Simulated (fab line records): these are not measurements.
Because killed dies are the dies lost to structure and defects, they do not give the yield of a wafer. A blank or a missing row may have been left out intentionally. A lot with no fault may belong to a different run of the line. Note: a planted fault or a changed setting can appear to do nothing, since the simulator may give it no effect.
fab line records | flow nand_harc
[record] lots = 24 wafers = 72 last_day = 24
route steps=1159 shown P_M0@267 P_M1@307 P_M2@329 P_BONDPAD@353
lots untouched by any fault: they come from a run of this same line in which no faults occurred
start_h: hours from the record's first day to the start of the lot's first wafer shown | wait_h: hours from the lot's prior step to this one | " unchanged from the row above | L1.1+2: a row that stands for several wafers | - no value, or no start was given | * or withheld: withheld | < > ~ a bound
route shown NAME@n: NAME is a module with steps in the file, n the number in the route of the first one | usual: mean/standard deviation taken from wafers without a fault | same: alike in all rows | chamber/n: place in a boat | sites: readings site by site | _std_site: the standard deviation of these | _edge_site: inner sites' mean taken away from outer sites' mean | radius_mm: how far each site lies from the wafer's centre | mask NAME#n: copy n | behind: the tool/chamber that last shaped the wafer | hold: why the lot was held/for how many hours/how that ended | device: which transistor (n, p or np) failed to switch | end of line: at the end of the route, the tests of the same wafers | a step without rows: its recipe alone | killed: the dies lost at the first sort to structure and to defects; this is not the yield of the wafer | map: shows each die of a wafer: x if killed, . if not, _ if none is there
set.NAME: the run value of the setting; set.NAME@STEP: its run value at that earlier step | model.NAME: the simulator's own value behind a step, which no gauge read
the route's steps for a sample of lots (tables are steps, rows are wafers)
services: the hour from which a tool's chamber was out of use, counted from the record's first day as start_h (under 0 if before that day), plus the number of hours and why
[[steps]]
[step NHARC_P_M0_ETCH_34]
[recipe] target_depth_a = 400 overetch_a = 120 time_s = 43.94 ion_energy_ev = 200 n2_flow_sccm = 150 h2_flow_sccm = 150 ar_flow_sccm = 0 rf_w = 400 bias_w = 150 chemistry = N2/H2
[usual] drypump_motor_current_A = 5.9/0.55 oes_product_au = 0.997/0.012 rf_fwd_power_W = 396.0/1.7 rf_vpp_V = 431.9/2.2 showerhead_plenum_p_Torr = 2.09/0.078 throttle_valve_pct = 14.170/0.0086
// columns lot.wafer tool chamber start_h wait_h drypump_motor_current_A oes_product_au rf_fwd_power_W rf_hours_counter_h rf_vpp_V showerhead_plenum_p_Torr throttle_valve_pct
L074.1 rie_diel-07 0 111.18 0.1 6.7 1.008 395.4 4 432.0 2.05 14.173
L074.4 " 1 " " 5.9 1.015 394.6 3 433.3 2.16 14.171
L074.6 " 3 " " 6.1 1.002 399.2 - 430.1 1.98 14.173
L075.4 rie_diel-12 2 112.49 0.1 5.4 1.002 397.5 5 434.0 2.20 14.168
L075.3 " 3 " " 6.6 1.017 394.1 5 434.1 2.15 14.160
L075.6 " 2 " " 5.4 0.993 397.7 - 434.6 2.20 14.180
L076.3 rie_diel-03 2 134.11 0.1 5.9 0.983 394.8 5 430.8 2.08 14.189
L076.5 " 1 " " 4.9 1.009 396.1 - 427.4 1.90 14.174
L076.6 " 2 " " 5.9 0.993 394.2 - 432.3 2.08 14.167
L077.1 rie_diel-03 1 134.62 0.1 4.9 1.016 396.5 5 425.7 1.90 14.160
L077.4 " 3 " " 5.6 1.014 396.5 5 429.8 1.99 14.173
L077.3 " 0 " " 6.1 1.010 397.1 4 433.1 2.13 14.165
L079.1 rie_diel-12 3 148.93 0.1 6.5 1.015 394.7 7 434.3 2.15 14.170
L079.6 " 3 " " 6.5 1.004 392.5 - 432.7 2.15 14.172
L079.5 " 0 " " 5.8 0.991 396.6 - 433.1 2.13 14.176
L078.4 rie_diel-07 3 149.27 0.1 6.1 1.003 395.3 6 428.4 1.98 14.183
L078.5 " 0 " " 6.7 1.002 396.0 - 432.8 2.05 14.155
L078.6 " 1 " " 5.9 1.006 395.1 - 433.5 2.16 14.169
L080.4 rie_diel-07 0 154.84 0.1 6.7 1.013 396.2 6 431.0 2.05 14.167
L080.3 " 1 " " 5.9 1.012 395.9 6 434.2 2.16 14.173
L080.2 " 2 " " 6.3 0.981 396.4 7 434.1 2.14 14.179
L081.1 rie_diel-12 1 163.56 0.1 4.9 0.989 395.9 7 430.7 2.06 14.179
L081.5 " 1 " " 4.9 0.989 396.2 - 431.0 2.05 14.182
L081.6 " 2 " " 5.4 0.990 397.8 - 433.7 2.20 14.164
L082.1 rie_diel-12 1 164.72 0.1 4.9 0.977 397.5 8 430.7 2.05 14.186
L082.4 " 3 " " 6.5 1.011 392.5 7 434.5 2.15 14.172
L082.5 " 0 " " 5.8 0.979 396.5 - 432.2 2.13 14.167
L083.1 rie_diel-03 0 171.22 0.1 6.1 1.011 396.6 8 432.2 2.13 14.186
L083.3 " 1 " " 4.9 1.016 394.9 8 425.5 1.89 14.159
L083.5 " 0 " " 6.1 0.993 395.9 - 432.5 2.13 14.167
L084.3 rie_diel-12 0 171.45 0.1 5.8 0.981 398.9 10 432.0 2.13 14.171
L084.2 " 1 " " 4.9 0.974 396.2 9 431.6 2.05 14.176
L084.4 " 3 " " 6.5 1.006 393.4 8 433.5 2.15 14.170
L087.4 rie_diel-12 3 197.73 0.1 6.5 0.994 392.0 9 433.2 2.15 14.167
L087.2 " 0 " " 5.8 0.976 396.7 12 433.2 2.13 14.173
L087.1 " 2 " " 5.4 0.991 395.4 10 433.6 2.20 14.164
L086.2 rie_diel-12 3 198.26 0.1 6.5 1.009 394.1 10 434.1 2.15 14.182
L086.5 " 3 " " 6.5 1.002 393.1 - 433.7 2.15 14.160
L086.6 " 0 " " 5.8 0.987 397.7 - 432.8 2.13 14.187
L085.2 rie_diel-07 3 198.44 0.1 6.1 0.982 396.7 9 429.2 1.98 14.164
L085.3 " 1 " " 5.9 0.993 393.8 9 434.3 2.16 14.172
L085.5 " 3 " " 6.1 0.982 394.5 - 428.7 1.98 14.159
L088.2 rie_diel-07 2 201.72 0.1 6.4 0.980 397.8 11 432.3 2.14 14.180
L088.1 " 0 " " 6.7 1.008 397.0 10 431.9 2.05 14.154
L088.4 " 1 " " 5.8 0.993 393.4 9 433.6 2.16 14.180
L089.2 rie_diel-07 3 208.84 0.1 6.1 0.996 396.5 10 428.0 1.98 14.173
L089.4 " 0 " " 6.6 1.007 398.7 10 430.7 2.05 14.166
L089.5 " 3 " " 6.1 0.998 398.1 - 430.0 1.98 14.185
L091.3 rie_diel-07 3 216.79 0.1 6.1 0.983 395.2 11 428.8 1.98 14.154
L091.5 " 0 " " 6.7 1.005 399.3 - 431.1 2.05 14.172
L091.6 " 1 " " 5.9 1.006 394.5 - 432.5 2.15 14.156
L090.3 rie_diel-07 3 220.95 0.1 6.1 0.989 395.7 11 428.6 1.98 14.164
L090.1 " 0 " " 6.7 0.988 399.2 11 429.8 2.05 14.178
L090.5 " 2 " " 6.3 0.978 396.8 - 432.9 2.14 14.186
L092.1 rie_diel-12 2 222.81 0.1 5.4 1.011 397.8 1 434.1 2.20 14.164
L092.3 " 3 " " 6.5 1.019 392.9 1 433.9 2.15 14.174
L092.4 " 0 " " 5.8 0.979 399.3 1 432.5 2.13 14.175
L093.1 rie_diel-12 0 230.52 0.4 5.8 0.976 397.7 2 433.6 2.13 14.178
L093.4 " 1 " " 4.9 1.004 394.7 2 430.6 2.05 14.180
L093.6 " 3 " " 6.5 1.005 394.1 - 433.0 2.15 14.171
L094.2 rie_diel-07 3 239.97 0.1 6.1 0.993 395.9 0 429.4 1.98 14.159
L094.1 " 0 " " 6.7 1.012 396.7 0 431.5 2.05 14.176
L094.5 " 1 " " 5.9 1.009 394.7 - 434.5 2.15 14.158
L096.4 rie_diel-07 0 240.67 0.1 6.7 0.991 397.9 0 430.8 2.05 14.165
L096.1 " 1 " " 5.9 0.995 393.1 0 435.7 2.16 14.177
L096.6 " 2 " " 6.3 0.996 396.0 - 433.3 2.14 14.168
L095.3 rie_diel-12 1 241.18 0.1 4.9 0.996 395.8 3 431.1 2.05 14.165
L095.5 " 0 " " 5.8 0.983 395.7 - 432.9 2.13 14.167
L095.6 " 1 " " 5.0 0.994 393.1 - 430.2 2.05 14.181
L097.3 rie_diel-07 0 252.79 0.1 6.7 0.997 400.2 1 431.2 2.05 14.174
L097.4 " 1 " " 5.9 1.010 393.8 1 433.3 2.15 14.174
L097.5 " 2 " " 6.3 0.997 394.5 - 433.0 2.14 14.152
[step NHARC_P_M1_PVD_20]
[recipe] target_thk_a = 50 bias_v = 168.6 power_w = 15000 chamber_pressure_pa = 0.12 time_s = 8.06 substrate_temp_c = 50 material = TaN
[usual] cathode_dc_power_W = 15000/2.9 substrate_temp_c = 50.01/0.11 throttle_valve_pct = 29.6/0.81
// columns lot.wafer tool chamber start_h wait_h cathode_dc_power_W substrate_temp_c throttle_valve_pct
L074.1 pvd_sputter-03 - - - 14997 50.11 29.6
L074.4 " - " " 15003 49.88 30.2
L074.6 " - " " 15000 49.94 29.3
L075.4 pvd_sputter-02 - - - 15006 50.07 29.7
L075.3 " - " " 15002 50.04 29.4
L075.6 " - " " 14999 50.12 29.4
L076.3 pvd_sputter-01 - - - 14997 50.01 29.8
L076.5 " - " " 15001 50.02 30.1
L076.6 " - " " 15000 50.17 29.2
L077.3 pvd_sputter-02 - - - 15001 49.81 29.0
L077.4 " - " " 15000 49.92 27.9
L077.1 " - " " 14998 50.05 29.7
L079.1 pvd_sputter-02 - - - 15001 49.99 29.5
L079.6 " - " " 14996 49.93 29.2
L079.5 " - " " 14998 49.79 27.9
L078.4 pvd_sputter-01 - - - 15000 50.13 29.1
L078.6 " - " " 15003 49.96 29.4
L078.5 " - " " 15001 50.15 29.0
L080.4 pvd_sputter-02 - - - 15002 49.89 27.6
L080.3 " - " " 14998 49.65 29.8
L080.2 " - " " 14998 50.02 29.5
L081.1 pvd_sputter-02 - - - 14996 49.93 29.7
L081.5 " - " " 14997 49.97 29.3
L081.6 " - " " 14999 49.88 29.6
L082.4 pvd_sputter-03 - - - 14999 50.13 29.5
L082.1 " - " " 14998 50.00 30.4
L082.5 " - " " 14999 50.13 29.4
L083.1 pvd_sputter-01 - - - 15004 49.85 29.4
L083.3 " - " " 15003 50.00 28.8
L083.5 " - " " 14997 50.11 31.0
L084.2 pvd_sputter-03 - - - 14995 49.93 30.9
L084.3 " - " " 14999 50.06 29.8
L084.4 " - " " 14999 50.07 30.2
L087.2 pvd_sputter-03 - - - 15006 50.15 29.7
L087.1 " - " " 14998 50.15 30.4
L087.4 " - " " 14999 49.97 29.2
L086.2 pvd_sputter-02 - - - 15000 50.04 29.1
L086.6 " - " " 15000 50.03 29.3
L086.5 " - " " 15002 50.09 29.2
L085.3 pvd_sputter-01 - - - 15000 49.83 28.9
L085.2 " - " " 15001 49.88 29.3
L085.5 " - " " 14997 50.06 29.0
L088.4 pvd_sputter-03 - - - 15001 50.07 30.4
L088.1 " - " " 14997 50.11 31.1
L088.2 " - " " 15004 49.89 29.3
L089.4 pvd_sputter-03 - - - 15001 50.19 29.6
L089.2 " - " " 14999 49.92 29.5
L089.5 " - " " 14997 50.15 29.4
L091.3 pvd_sputter-03 - - - 14997 49.98 29.6
L091.5 " - " " 14997 49.85 30.7
L091.6 " - " " 14999 50.09 29.3
L090.1 pvd_sputter-03 - - - 15001 49.87 30.8
L090.3 " - " " 15001 49.85 29.0
L090.5 " - " " 15005 49.86 30.2
L092.3 pvd_sputter-01 - - - 14998 50.17 29.3
L092.4 " - " " 14997 49.90 29.6
L092.1 " - " " 14995 49.90 29.0
L093.1 pvd_sputter-01 - - - 15000 49.95 29.5
L093.4 " - " " 15001 49.87 31.0
L093.6 " - " " 14999 49.97 28.8
L094.1 pvd_sputter-02 - - - 15000 49.94 29.8
L094.2 " - " " 14997 49.90 29.0
L094.5 " - " " 14992 49.85 28.9
L096.4 pvd_sputter-03 - - - 15001 49.95 29.4
L096.1 " - " " 14996 50.11 30.1
L096.6 " - " " 14998 50.08 29.5
L095.3 pvd_sputter-01 - - - 15007 50.16 29.2
L095.6 " - " " 15001 50.37 30.9
L095.5 " - " " 15000 49.84 29.4
L097.4 pvd_sputter-01 - - - 14996 50.02 30.7
L097.3 " - " " 15002 50.10 29.2
L097.5 " - " " 14996 49.96 29.1
[step NHARC_P_M2_OVL_MEAS_10]
[recipe] pitch_nm = 340
[usual] overlay_x_nm = 0.0/0.82 overlay_y_nm = 0.0/0.82
// columns lot.wafer tool chamber start_h wait_h overlay_x_nm overlay_y_nm
L074.1 overlay-02 - 119.31 - 1.8 0.1
L074.4 " - " " 1.4 0.4
L074.6 " - " " 1.0 0.1
L075.3 overlay-01 - 120.51 - -1.7 -1.1
L075.4 " - " " -1.8 -1.3
L075.6 " - " " -1.5 -0.4
L076.3 overlay-02 - 142.54 - 1.4 0.4
L076.5 " - " " 1.9 0.2
L076.6 " - " " 1.3 0.8
L077.1 overlay-01 - 142.57 - -0.9 -1.5
L077.3 " - " " -1.3 -1.6
L077.4 " - " " -1.1 -1.8
L079.1 overlay-02 - 157.01 - 0.2 0.1
L079.5 " - " " -0.1 0.6
L079.6 " - " " -0.1 0.2
L078.4 overlay-02 - 157.63 - 0.8 -0.1
L078.5 " - " " 0.6 -0.3
L078.6 " - " " 0.6 0.3
L080.2 overlay-01 - 163.37 - 0.8 0.6
L080.3 " - " " 1.3 0.7
L080.4 " - " " 0.9 0.4
L081.1 overlay-01 - 171.66 - -0.7 0.3
L081.5 " - " " -0.5 0.3
L081.6 " - " " -0.9 0.4
L082.1 overlay-01 - 172.79 - -0.2 -0.3
L082.4 " - " " 0.2 -1.0
L082.5 " - " " -0.1 0.0
L083.1 overlay-01 - 179.42 - -0.8 0.8
L083.3 " - " " -0.5 0.7
L083.5 " - " " -1.0 0.8
L084.2 overlay-02 - 179.71 - 0.5 -1.2
L084.3 " - " " 0.2 -0.8
L084.4 " - " " 0.4 -1.3
L087.1 overlay-02 - 206.17 - 1.1 0.8
L087.2 " - " " 0.7 0.5
L087.4 " - " " 0.9 0.5
L086.2 overlay-01 - 206.79 - 0.0 -0.1
L086.5 " - " " -0.1 0.0
L086.6 " - " " 0.4 0.2
L085.2 overlay-02 - 207.12 - 0.2 -0.6
L085.3 " - " " 0.6 -0.7
L085.5 " - " " 0.6 -0.5
L088.1 overlay-01 - 210.30 - -0.3 -0.5
L088.2 " - " " 0.0 -0.8
L088.4 " - " " 0.1 -1.1
L089.2 overlay-01 - 217.15 - 0.9 1.3
L089.4 " - " " 0.7 1.3
L089.5 " - " " 0.4 1.0
L091.3 overlay-01 - 225.14 - -0.2 0.9
L091.5 " - " " -0.1 1.3
L091.6 " - " " -0.4 0.9
L090.1 overlay-01 - 228.88 - -0.5 0.0
L090.3 " - " " 0.0 0.7
L090.5 " - " " -0.4 0.1
L092.1 overlay-01 - 230.63 - -0.3 -0.8
L092.3 " - " " -0.2 -0.5
L092.4 " - " " -0.3 -0.6
L093.1 overlay-01 - 238.53 - 0.1 0.0
L093.4 " - " " -0.3 0.2
L093.6 " - " " -0.4 0.0
L094.1 overlay-01 - 247.88 - -0.3 -0.7
L094.2 " - " " -0.2 -1.2
L094.5 " - " " 0.4 -0.2
L096.1 overlay-02 - 248.67 - -0.4 -0.2
L096.4 " - " " -0.1 -0.3
L096.6 " - " " 0.2 -0.1
L095.3 overlay-02 - 249.24 - -0.2 -0.4
L095.5 " - " " 0.1 0.1
L095.6 " - " " 0.0 -0.6
L097.3 overlay-01 - 260.71 - -0.9 1.7
L097.4 " - " " -1.3 2.0
L097.5 " - " " -1.3 1.4
[step NHARC_P_M2_PVD_21]
[recipe] target_thk_a = 300 chamber_pressure_pa = 5 power_w = 5000 substrate_temp_c = 30 time_s = 20.49 material = Cu
[usual] cathode_dc_power_W = 5000.0/0.84 substrate_temp_c = 30.01/0.1 throttle_valve_pct = 29.5/0.74
// columns lot.wafer tool chamber start_h wait_h cathode_dc_power_W substrate_temp_c throttle_valve_pct
L074.1 pvd_sputter-01 - - - 4999.3 30.17 29.2
L074.4 " - " " 5002.2 30.03 29.0
L074.6 " - " " 5000.5 30.03 29.7
L075.3 pvd_sputter-01 - - - 4999.0 29.96 29.2
L075.4 " - " " 5000.5 30.20 29.5
L075.6 " - " " 5000.6 29.93 29.1
L076.3 pvd_sputter-01 - - - 4999.6 30.00 29.7
L076.6 " - " " 5000.7 30.02 29.1
L076.5 " - " " 5000.1 29.86 29.6
L077.1 pvd_sputter-02 - - - 4998.8 30.01 29.6
L077.3 " - " " 5000.2 29.88 27.7
L077.4 " - " " 5001.0 29.95 29.5
L079.1 pvd_sputter-02 - - - 4999.8 30.05 27.5
L079.6 " - " " 4999.8 30.07 29.4
L079.5 " - " " 5000.3 30.05 29.2
L078.4 pvd_sputter-03 - - - 5001.2 29.92 30.9
L078.6 " - " " 4998.7 29.98 30.3
L078.5 " - " " 4999.8 30.06 30.9
L080.3 pvd_sputter-02 - - - 5000.2 30.20 29.8
L080.2 " - " " 5001.2 30.01 29.6
L080.4 " - " " 5000.2 30.00 29.2
L081.1 pvd_sputter-02 - - - 5001.9 30.04 29.3
L081.6 " - " " 4999.4 30.10 29.2
L081.5 " - " " 4999.8 30.08 27.8
L082.4 pvd_sputter-02 - - - 4998.5 29.92 29.6
L082.1 " - " " 4999.6 29.96 27.5
L082.5 " - " " 5000.7 30.10 29.4
L083.3 pvd_sputter-02 - - - 5000.1 29.99 29.4
L083.1 " - " " 4999.9 29.89 29.1
L083.5 " - " " 4999.3 29.83 29.4
L084.4 pvd_sputter-01 - - - 5000.5 30.05 30.7
L084.3 " - " " 4997.9 29.85 29.7
L084.2 " - " " 5000.4 29.86 29.5
L087.1 pvd_sputter-02 - - - 5001.5 30.04 29.5
L087.2 " - " " 4999.5 29.90 29.2
L087.4 " - " " 4999.7 29.95 27.8
L086.2 pvd_sputter-03 - - - 4999.5 29.97 29.5
L086.5 " - " " 4999.5 30.11 29.5
L086.6 " - " " 5000.1 29.78 29.5
L085.3 pvd_sputter-01 - - - 5001.1 29.88 29.2
L085.2 " - " " 5000.2 30.04 29.5
L085.5 " - " " 5001.0 30.08 29.7
L088.2 pvd_sputter-01 - - - 5000.4 29.85 31.1
L088.4 " - " " 4999.7 30.20 29.4
L088.1 " - " " 5000.3 30.11 29.0
L089.4 pvd_sputter-03 - - - 4999.5 29.91 29.5
L089.2 " - " " 4999.5 30.19 31.0
L089.5 " - " " 5001.4 29.86 29.5
L091.3 pvd_sputter-02 - - - 5000.5 30.07 29.2
L091.6 " - " " 5000.2 30.03 28.8
L091.5 " - " " 5000.3 29.92 30.0
L090.1 pvd_sputter-02 - - - 4999.5 30.07 29.4
L090.3 " - " " 5001.0 30.01 28.8
L090.5 " - " " 5001.2 30.03 30.2
L092.3 pvd_sputter-03 - - - 5000.2 30.03 29.7
L092.4 " - " " 5001.7 30.06 29.7
L092.1 " - " " 4999.8 30.11 30.8
L093.4 pvd_sputter-01 - - - 4999.0 30.03 29.0
L093.1 " - " " 5001.6 29.91 29.2
L093.6 " - " " 4999.1 30.17 29.0
L094.2 pvd_sputter-02 - - - 4999.1 30.22 28.9
L094.1 " - " " 5000.4 29.96 29.7
L094.5 " - " " 4999.8 29.99 29.1
L096.1 pvd_sputter-01 - - - 5000.2 30.01 29.0
L096.4 " - " " 5001.3 29.98 31.0
L096.6 " - " " 4998.9 30.21 29.6
L095.3 pvd_sputter-03 - - - 5000.3 30.02 30.6
L095.5 " - " " 5000.0 29.91 29.6
L095.6 " - " " 5000.1 30.00 30.4
L097.4 pvd_sputter-01 - - - 5000.6 30.01 29.4
L097.3 " - " " 4999.6 29.97 28.8
L097.5 " - " " 4999.3 29.97 29.4
[step NHARC_P_BONDPAD_THK_MEAS_33]
[recipe] thk_meas_gauge = ellipsometry
[usual] thk_nm = 199.5/1.5
// columns lot.wafer tool chamber start_h wait_h thk_nm
L074.1 film_metro-02 - 123.60 0.2 201.0
L074.4 " - " " 199.6
L074.6 " - " " 201.1
L075.3 film_metro-02 - 124.53 0.2 200.6
L075.4 " - " " 197.4
L075.6 " - " " 199.3
L076.3 film_metro-01 - 146.44 0.2 197.7
L076.5 " - " " 200.3
L076.6 " - " " 200.7
L077.1 film_metro-02 - 146.60 0.2 199.2
L077.3 " - " " 198.6
L077.4 " - " " 199.9
L079.1 film_metro-01 - 160.95 0.2 200.0
L079.5 " - " " 198.2
L079.6 " - " " 199.5
L078.4 film_metro-01 - 161.79 0.2 197.9
L078.5 " - " " 200.3
L078.6 " - " " 199.2
L080.2 film_metro-01 - 167.70 0.2 195.5
L080.3 " - " " 199.9
L080.4 " - " " 200.6
L081.1 film_metro-01 - 175.56 0.2 200.8
L081.5 " - " " 196.3
L081.6 " - " " 198.5
L082.1 film_metro-02 - 176.68 0.1 201.1
L082.4 " - " " 199.3
L082.5 " - " " 203.1
L083.1 film_metro-01 - 183.33 0.2 197.5
L083.3 " - " " 200.3
L083.5 " - " " 199.6
L084.2 film_metro-01 - 183.69 0.2 201.0
L084.3 " - " " 200.3
L084.4 " - " " 200.8
L087.1 film_metro-01 - 210.23 0.2 198.5
L087.2 " - " " 197.8
L087.4 " - " " 199.5
L086.2 film_metro-02 - 210.70 0.2 201.8
L086.5 " - " " 195.9
L086.6 " - " " 197.5
L085.2 film_metro-02 - 211.03 0.2 199.5
L085.3 " - " " 197.9
L085.5 " - " " 198.7
L088.1 film_metro-01 - 214.22 0.2 199.8
L088.2 " - " " 201.8
L088.4 " - " " 201.3
L089.2 film_metro-02 - 221.10 0.2 200.7
L089.4 " - " " 198.2
L089.5 " - " " 198.1
L091.3 film_metro-02 - 229.11 0.2 199.2
L091.5 " - " " 202.9
L091.6 " - " " 199.0
L090.1 film_metro-01 - 232.85 0.1 201.3
L090.3 " - " " 200.4
L090.5 " - " " 199.6
L092.1 film_metro-01 - 234.63 0.2 199.7
L092.3 " - " " 199.7
L092.4 " - " " 198.6
L093.1 film_metro-01 - 242.42 0.2 198.9
L093.4 " - " " 199.1
L093.6 " - " " 200.0
L094.1 film_metro-02 - 251.79 0.2 200.8
L094.2 " - " " 201.1
L094.5 " - " " 200.1
L096.1 film_metro-01 - 252.56 0.2 199.1
L096.4 " - " " 197.1
L096.6 " - " " 197.7
L095.3 film_metro-02 - 253.29 0.2 200.8
L095.5 " - " " 198.7
L095.6 " - " " 200.7
L097.3 film_metro-02 - 264.68 0.2 198.3
L097.4 " - " " 199.8
L097.5 " - " " 200.5
[step NHARC_P_BONDPAD_CD_MEAS_09]
[recipe] target_cd_nm = 500 landing_energy_ev = 500
[usual] cd_nm = 499.2/1.8
// columns lot.wafer tool chamber start_h wait_h cd_nm
L074.1 cd_sem-02 0 124.17 - 497.8
L074.4 " 0 " " 499.3
L074.6 " 0 " " 497.3
L075.3 cd_sem-01 0 124.97 - 495.4
L075.4 " 0 " " 499.2
L075.6 " 0 " " 498.6
L076.3 cd_sem-03 0 146.89 - 494.9
L076.5 " 0 " " 497.3
L076.6 " 0 " " 498.2
L077.1 cd_sem-03 0 147.17 - 501.7
L077.3 " 0 " " 501.8
L077.4 " 0 " " 501.1
L079.1 cd_sem-02 0 161.51 - 497.7
L079.5 " 0 " " 498.7
L079.6 " 0 " " 495.2
L078.4 cd_sem-01 0 162.25 - 499.2
L078.5 " 0 " " 499.9
L078.6 " 0 " " 500.6
L080.2 cd_sem-02 0 168.14 - 496.9
L080.3 " 0 " " 493.7
L080.4 " 0 " " 497.8
L081.1 cd_sem-03 0 176.12 - 500.7
L081.5 " 0 " " 502.3
L081.6 " 0 " " 499.1
L082.1 cd_sem-02 0 177.24 - 500.9
L082.4 " 0 " " 500.9
L082.5 " 0 " " 500.2
L083.1 cd_sem-02 0 183.90 - 499.4
L083.3 " 0 " " 499.4
L083.5 " 0 " " 503.3
L084.2 cd_sem-01 0 184.26 - 497.1
L084.3 " 0 " " 499.9
L084.4 " 0 " " 497.2
L087.1 cd_sem-03 0 210.81 - 497.2
L087.2 " 0 " " 499.4
L087.4 " 0 " " 500.0
L086.2 cd_sem-03 0 211.18 - 497.7
L086.5 " 0 " " 497.6
L086.6 " 0 " " 498.6
L085.2 cd_sem-01 0 211.60 - 500.5
L085.3 " 0 " " 500.2
L085.5 " 0 " " 499.5
L088.1 cd_sem-03 0 214.78 - 501.4
L088.2 " 0 " " 500.3
L088.4 " 0 " " 500.9
L089.2 cd_sem-03 0 221.54 - 498.7
L089.4 " 0 " " 497.0
L089.5 " 0 " " 498.6
L091.3 cd_sem-02 0 229.69 - 499.0
L091.5 " 0 " " 498.4
L091.6 " 0 " " 495.7
L090.1 cd_sem-02 0 233.43 - 498.1
L090.3 " 0 " " 501.3
L090.5 " 0 " " 499.9
L092.1 cd_sem-01 0 235.07 - 498.7
L092.3 " 0 " " 496.2
L092.4 " 0 " " 499.4
L093.1 cd_sem-01 0 242.87 - 499.4
L093.4 " 0 " " 498.8
L093.6 " 0 " " 500.0
L094.1 cd_sem-01 0 252.36 - 497.5
L094.2 " 0 " " 502.6
L094.5 " 0 " " 499.9
L096.1 cd_sem-02 0 253.13 - 500.1
L096.4 " 0 " " 500.2
L096.6 " 0 " " 501.3
L095.3 cd_sem-03 0 253.87 - 500.8
L095.5 " 0 " " 499.8
L095.6 " 0 " " 499.6
L097.3 cd_sem-01 0 265.12 - 502.1
L097.4 " 0 " " 499.5
L097.5 " 0 " " 499.5
[[services]]
// columns tool chamber start_h hours kind
pvd_sputter-03 - 102.00 10.0 pm
rie_diel-07 0 109.20 - clean
rie_diel-07 1 109.20 - clean
rie_diel-07 2 109.20 - clean
rie_diel-07 3 109.20 - clean
pvd_sputter-01 - 114.08 3.8 repair
pvd_sputter-02 - 116.01 0.9 repair
rie_diel-07 0 133.70 - clean
rie_diel-07 1 133.70 - clean
rie_diel-07 2 133.70 - clean
rie_diel-07 3 133.70 - clean
rie_diel-12 1 140.48 8.1 repair
pvd_sputter-01 - 158.02 10.0 pm
rie_diel-07 0 158.20 - clean
rie_diel-07 1 158.20 - clean
rie_diel-07 2 158.20 - clean
rie_diel-07 3 158.20 - clean
rie_diel-03 3 172.80 18.3 repair
rie_diel-07 0 182.70 - clean
rie_diel-12 - 202.47 9.0 pm
pvd_sputter-01 - 214.32 2.1 repair
rie_diel-03 - 215.30 9.0 pm
rie_diel-07 - 228.20 9.0 pm
pvd_sputter-02 - 236.27 5.2 repair
[[key]]
fault none
